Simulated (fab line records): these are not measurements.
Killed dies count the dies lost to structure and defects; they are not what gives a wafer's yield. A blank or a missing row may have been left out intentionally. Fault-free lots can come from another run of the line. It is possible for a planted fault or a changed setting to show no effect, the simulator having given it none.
What tool caused it? + flow nand harc + 14 lots with 42 wafers sampled at 5 steps, on a route of 1159 steps

WHAT THE GAUGES SHOWED, per wafer
NHARC_A_START_INSPECT_01. Usual: raw defect count 3.5, standard deviation 1.7.
| lot  | measured     | on                | raw defect count | flag |
|------|--------------|-------------------|------------------|------|
| L598 | day 6 12:22  | defect inspect-01 | 4 6 5            |      |
| L597 | day 6 18:25  | defect inspect-01 | 3 6 4            |      |
| L599 | day 7 05:35  | defect inspect-01 | 6 4 1            |      |
| L601 | day 7 10:58  | defect inspect-02 | 7 2 2            |      |
| L604 | day 8 08:59  | defect inspect-01 | 6 3 4            |      |
| L605 | day 8 12:48  | defect inspect-02 | 6 3 6            |      |
| L606 | day 8 20:55  | defect inspect-01 | 4 1 4            |      |
| L607 | day 9 02:42  | defect inspect-01 | 2 0 4            |      |
| L612 | day 10 04:19 | defect inspect-02 | 1 3 6            |      |
| L613 | day 10 05:47 | defect inspect-02 | 4 3 6            |      |
| L614 | day 11 03:10 | defect inspect-02 | 3 3 1            |      |
| L617 | day 11 12:07 | defect inspect-01 | 3 4 4            |      |
| L618 | day 11 19:50 | defect inspect-02 | 3 2 8            |      |
| L620 | day 11 22:34 | defect inspect-01 | 1 4 4            |      |

NHARC_A_ONON_D1_THK_MEAS_02: measures by ellipsometry. Usual: thk nm 996 nm, standard deviation 13.
| lot  | measured     | on            | thk nm (nm)    | flag |
|------|--------------|---------------|----------------|------|
| L598 | day 7 14:20  | film metro-01 | 1021 1020 1019 |      |
| L597 | day 7 18:01  | film metro-01 | 1008 1010 1007 |      |
| L599 | day 8 04:24  | film metro-02 | 988 989 985    |      |
| L601 | day 8 10:17  | film metro-01 | 1006 1006 1005 |      |
| L604 | day 9 08:55  | film metro-01 | 970 971 972    |      |
| L605 | day 9 12:28  | film metro-01 | 1012 1014 1060 |      |
| L606 | day 9 20:17  | film metro-01 | 992 991 1037   |      |
| L607 | day 10 02:47 | film metro-02 | 990 1039 1037  |      |
| L612 | day 11 03:41 | film metro-02 | 976 976 975    |      |
| L613 | day 11 03:40 | film metro-02 | 1007 1005 1006 |      |
| L614 | day 12 02:46 | film metro-01 | 984 982 984    |      |
| L617 | day 12 12:30 | film metro-02 | 1015 1014 1015 |      |
| L618 | day 12 19:17 | film metro-02 | 1002 1004 1003 |      |
| L620 | day 12 19:19 | film metro-01 | 1005 1005 1006 |      |

NHARC_END_SORT_01. Usual: killed at array 27, standard deviation 10; killed at other 0.6, standard deviation 1; killed at periphery 3.4, standard deviation 2.7; killed dies 31, standard deviation 9.7; killed open 3.4, standard deviation 1.7; killed short 2.2, standard deviation 1.5.
| lot  | measured     | on        | killed at array | killed at other | killed at periphery | killed dies | killed open | killed short | flag |
|------|--------------|-----------|-----------------|-----------------|---------------------|-------------|-------------|--------------|------|
| L605 | day 21 14:51 | prober-01 | 19 12 641       | 3 0 1           | 4 4 2               | 26 16 644   | 6 5 2       | 4 2 1        | OFF  |
| L606 | day 21 14:04 | prober-02 | 32 27 643       | 2 1 2           | 2 4 1               | 36 32 646   | 3 1 5       | 1 3 1        | OFF  |
| L607 | day 22 07:11 | prober-01 | 11 627 638      | 3 4 0           | 4 5 6               | 18 636 644  | 2 3 7       | 2 3 2        | OFF  |

WHICH TOOL RAN EACH LOT (tool, then ch and the chambers of the sampled wafers, then the start)
| lot  | NHARC_A_ZERO_WELL_DESCUM_12        | NHARC_A_ONON_D1_DEP_00           |
|------|------------------------------------|----------------------------------|
| L598 | rie diel-04 ch 1,3, day 6 13:23    | pecvd onon-01 ch 0, day 7 13:50  |
| L597 | rie diel-07 ch 0,1,3, day 6 19:25  | pecvd onon-04 ch 0, day 7 17:30  |
| L599 | rie diel-02 ch 0,1, day 7 06:37    | pecvd onon-01 ch 0, day 8 04:00  |
| L601 | rie diel-04 ch 0,2,3, day 7 11:51  | pecvd onon-03 ch 0, day 8 09:45  |
| L604 | rie diel-07 ch 1,2,3, day 8 09:58  | pecvd onon-04 ch 0, day 9 08:25  |
| L605 | rie diel-02 ch 0,1,2, day 8 13:48  | pecvd onon-04 ch 0, day 9 12:01  |
| L606 | rie diel-04 ch 1,2,3, day 8 21:55  | pecvd onon-04 ch 0, day 9 19:46  |
| L607 | rie diel-02 ch 0,3, day 9 03:43    | pecvd onon-04 ch 0, day 10 02:20 |
| L612 | rie diel-04 ch 0,2,3, day 10 05:19 | pecvd onon-03 ch 0, day 11 03:14 |
| L613 | rie diel-07 ch 0,2,3, day 10 06:40 | pecvd onon-01 ch 0, day 11 03:16 |
| L614 | rie diel-02 ch 0,2, day 11 04:04   | pecvd onon-03 ch 0, day 12 02:23 |
| L617 | rie diel-02 ch 0,2, day 11 13:07   | pecvd onon-04 ch 0, day 12 12:06 |
| L618 | rie diel-02 ch 2,3, day 11 20:44   | pecvd onon-04 ch 0, day 12 18:46 |
| L620 | rie diel-07 ch 1,2,3, day 11 23:34 | pecvd onon-03 ch 0, day 12 18:48 |
- NHARC_A_ZERO_WELL_DESCUM_12: chemistry O2, time 3 s.
- NHARC_A_ONON_D1_DEP_00: target thk 1000 nm.

AS READ BY THE TOOLS THEMSELVES (means over the sampled wafers that have a number; for cases with no such wafer, the mark the record gives instead)
NHARC_A_ZERO_WELL_DESCUM_12. Usual: drypump motor current A 5.7 A, standard deviation 0.51; oes product au 0.997 a.u., standard deviation 0.0068; rf vpp V 57.9 V, standard deviation 0.79; showerhead plenum p Torr 1.93 Torr, standard deviation 0.083; throttle valve pct 11.309 %, standard deviation 0.0081.
| lot  | tool        | drypump motor current A (A) | oes product au (a.u.) | rf vpp V (V) | showerhead plenum p Torr (Torr) | throttle valve pct (%) | flag |
|------|-------------|-----------------------------|-----------------------|--------------|---------------------------------|------------------------|------|
| L598 | rie diel-04 | 5.7                         | 0.998                 | 57.9         | 1.83                            | 11.307                 |      |
| L597 | rie diel-07 | 5.3                         | 0.988                 | 57.5         | 1.91                            | 11.309                 |      |
| L599 | rie diel-02 | 6.1                         | 1.000                 | 57.5         | 1.91                            | 11.308                 |      |
| L601 | rie diel-04 | 5.8                         | 0.997                 | 58.3         | 1.90                            | 11.309                 |      |
| L604 | rie diel-07 | 5.6                         | 0.990                 | 58.3         | 1.95                            | 11.312                 |      |
| L605 | rie diel-02 | 5.9                         | 0.997                 | 57.6         | 1.92                            | 11.304                 |      |
| L606 | rie diel-04 | 5.7                         | 0.996                 | 57.9         | 1.90                            | 11.300                 |      |
| L607 | rie diel-02 | 5.8                         | 0.999                 | 58.2         | 1.97                            | 11.313                 |      |
| L612 | rie diel-04 | 5.7                         | 0.996                 | 58.0         | 1.89                            | 11.312                 |      |
| L613 | rie diel-07 | 5.8                         | 0.994                 | 59.1         | 1.99                            | 11.313                 |      |
| L614 | rie diel-02 | 5.5                         | 0.999                 | 57.4         | 1.88                            | 11.312                 |      |
| L617 | rie diel-02 | 5.5                         | 0.998                 | 57.7         | 1.88                            | 11.308                 |      |
| L618 | rie diel-02 | 5.9                         | 0.999                 | 57.9         | 2.00                            | 11.302                 |      |
| L620 | rie diel-07 | 5.6                         | 1.004                 | 58.0         | 1.95                            | 11.318                 |      |

THE ANSWER, worked out from the rows above alone
Rule: a lot is off if the mean of its wafers that have a number lies more than 3 standard deviations from the usual mean. A lot without any number at a reading at which 4 lots or more have one is off too. The other lots that the step has rows for count as sound. Order of review: gauges by route order, followed by the tools' own readings, for which a lot's mean as printed above is used. At the first step where some lot is off, the reading lying furthest off is the one used; lots without a number count as furthest.
Off: L605, L606, L607, at NHARC_END_SORT_01 (killed dies). Neither off nor sound, because the step has no rows for them: L598, L597, L599, L601, L604, L612, L613, L614, L617, L618, L620.
A tool fits if, at a process step before that reading, it ran every lot that is off, and no sound lot after the first of them. Gauges at NHARC_END_SORT_01: tried the same way as those tools. One fits: NHARC_A_ONON_D1_DEP_00 on pecvd onon-04. It ran no sound lot before its first lot that is off in this sample, so the start can't be narrowed down.

WHAT THE SIMULATOR PUT IN
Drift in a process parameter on pecvd onon-04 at NHARC_A_ONON_D1_DEP_00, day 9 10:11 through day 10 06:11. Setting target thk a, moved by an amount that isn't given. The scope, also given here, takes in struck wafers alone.
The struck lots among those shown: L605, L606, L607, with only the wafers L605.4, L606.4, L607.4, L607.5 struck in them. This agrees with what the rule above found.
